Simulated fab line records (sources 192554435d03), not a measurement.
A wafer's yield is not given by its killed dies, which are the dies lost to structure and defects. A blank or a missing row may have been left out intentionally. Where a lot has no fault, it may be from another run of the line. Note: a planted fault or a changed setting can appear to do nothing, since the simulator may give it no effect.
Which tool did it? || flow n5_finfet || 20 lots, 60 wafers sampled, at 1 step of a route of 1938

## WHAT THE GAUGES READ, wafer by wafer
N5_BEOL_M5_INSPECT_13: inspects for defects (brightfield). Usual: raw_defect_count at 434, with a standard deviation of 90.
{"lot": "L074", "measured": "day 9 19:59", "on": "defect_inspect-02", "raw_defect_count": "388 325 426", "flag": ""}
{"lot": "L075", "measured": "day 10 14:30", "on": "defect_inspect-02", "raw_defect_count": "363 374 563", "flag": ""}
{"lot": "L077", "measured": "day 10 22:40", "on": "defect_inspect-01", "raw_defect_count": "386 329 376", "flag": ""}
{"lot": "L078", "measured": "day 11 05:11", "on": "defect_inspect-01", "raw_defect_count": "495 508 530", "flag": ""}
{"lot": "L076", "measured": "day 11 05:16", "on": "defect_inspect-01", "raw_defect_count": "483 594 468", "flag": ""}
{"lot": "L079", "measured": "day 11 13:32", "on": "defect_inspect-01", "raw_defect_count": "381 331 377", "flag": ""}
{"lot": "L081", "measured": "day 11 17:04", "on": "defect_inspect-01", "raw_defect_count": "350 429 365", "flag": ""}
{"lot": "L082", "measured": "day 11 21:29", "on": "defect_inspect-01", "raw_defect_count": "361 394 452", "flag": ""}
{"lot": "L080", "measured": "day 11 21:39", "on": "defect_inspect-01", "raw_defect_count": "380 470 404", "flag": ""}
{"lot": "L083", "measured": "day 12 03:53", "on": "defect_inspect-01", "raw_defect_count": "403 321 349", "flag": ""}
{"lot": "L084", "measured": "day 12 04:12", "on": "defect_inspect-01", "raw_defect_count": "482 549 456", "flag": ""}
{"lot": "L085", "measured": "day 13 02:45", "on": "defect_inspect-02", "raw_defect_count": "451 395 498", "flag": ""}
{"lot": "L087", "measured": "day 13 04:34", "on": "defect_inspect-02", "raw_defect_count": "393 429 354", "flag": ""}
{"lot": "L088", "measured": "day 13 05:11", "on": "defect_inspect-01", "raw_defect_count": "552 382 468", "flag": ""}
{"lot": "L089", "measured": "day 14 02:57", "on": "defect_inspect-01", "raw_defect_count": "504 602 403", "flag": ""}
{"lot": "L092", "measured": "day 14 15:13", "on": "defect_inspect-02", "raw_defect_count": "483 575 507", "flag": ""}
{"lot": "L093", "measured": "day 14 15:25", "on": "defect_inspect-02", "raw_defect_count": "292 346 377", "flag": ""}
{"lot": "L091", "measured": "day 14 18:25", "on": "defect_inspect-02", "raw_defect_count": "551 436 349", "flag": ""}
{"lot": "L096", "measured": "day 16 01:22", "on": "defect_inspect-01", "raw_defect_count": "529 438 410", "flag": ""}
{"lot": "L094", "measured": "day 16 08:56", "on": "defect_inspect-01", "raw_defect_count": "457 481 561", "flag": ""}

## EACH LOT AND THE TOOL THAT RAN IT (in order: tool; ch and the chambers of the sampled wafers; start)
Before these readings, the record contains no process step.

## AS READ BY THE TOOLS THEMSELVES (means over the sampled wafers that have a number; for cases with no such wafer, the mark the record gives instead)
The record holds no such reading with a usual standard deviation.

## THE ANSWER, worked out from the rows above alone
Rule: lot off if the mean of its wafers having a number is beyond 3 standard deviations from the usual mean. A lot without any number at a reading at which 4 lots or more have one is off too. Where the step has rows for the other lots, those lots are counted as sound. Order of review: gauges by route order, followed by the tools' own readings, for which a lot's mean as printed above is used. The first step at which some lot is off is used, and at that step the reading that is off furthest; a lot without a number counts as furthest.
Nothing can be told from this: no lot is off at any reading shown.

## WHAT HAD BEEN PUT IN BY THE SIMULATOR
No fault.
